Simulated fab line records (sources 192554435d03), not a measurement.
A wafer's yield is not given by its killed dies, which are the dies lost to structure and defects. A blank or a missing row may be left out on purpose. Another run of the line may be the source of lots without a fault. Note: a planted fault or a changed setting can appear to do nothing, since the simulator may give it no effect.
Matching of chambers	flow n5 finfet	rie diel-02 running N5_DUMMY_GATE_ETCH_29: 4 sister chambers
The step etches underlayer in N2/H2, target depth 13 nm. 16 wafers are shown with their chamber, then 8 later ones without.

== WAFERS WITH THEIR CHAMBER ==
wafer	chamber	drypump motor current A (A)	showerhead plenum p Torr (Torr)	throttle valve pct (%)
L074.2	3	4.9	2.43	18.12
L074.4	0	5.7	2.64	18.16
L074.6	2	5.9	2.57	18.12
L077.2	0	5.7	2.64	18.15
L077.4	1	6.4	2.51	17.81
L077.5	2	5.9	2.56	18.10
L081.3	2	5.9	2.56	18.14
L081.5	3	4.9	2.42	18.14
L081.6	2	5.9	2.56	18.11
L083.4	1	6.3	2.50	17.82
L083.5	2	5.9	2.56	18.14
L083.6	3	4.9	2.42	18.14
L084.3	0	5.7	2.63	18.17
L084.4	1	6.3	2.50	17.83
L084.5	3	4.9	2.42	18.15
L092.2	1	6.3	2.50	17.86

SIGNATURES (means of the wafers above)
reading	chamber 0	chamber 1	chamber 2	chamber 3	scatter within a chamber
drypump motor current A	5.700	6.325	5.900	4.900	0.025
showerhead plenum p Torr	2.6367	2.5025	2.5620	2.4225	0.00497
throttle valve pct	18.1600	17.8300	18.1220	18.1375	0.0167
Rule: a wafer's distance from a chamber is the root of the sum, over the readings, of the square of ((its reading less the chamber's mean) divided by the reading's scatter). The wafer belongs to the nearest chamber; if the next one is less than 2 further off, it can't be placed. The scatter: the root of (the sum of the squares of (reading less its chamber's mean) over the shown wafers, divided by (wafers less chambers)).

== WAFERS MISSING THEIR CHAMBER ==
wafer	drypump motor current A (A)	showerhead plenum p Torr (Torr)	throttle valve pct (%)
L092.3	5.7	2.63	18.22
L092.6	5.7	2.63	18.21
L094.1	5.8	2.55	18.17
L094.5	5.8	2.55	18.16
L094.6	6.4	2.50	17.85
L095.1	6.3	2.50	17.88
L095.4	5.9	2.55	18.18
L095.5	4.9	2.41	18.19

== EACH ONE'S CHAMBER ==
wafer	from the rows above	in truth
L092.3	0	0
L092.6	0	0
L094.1	2	2
L094.5	2	2
L094.6	1	1
L095.1	1	1
L095.4	2	2
L095.5	3	3
Correctly placed: 8 of 8. Not placeable from these rows: 0. Placed wrongly: 0.
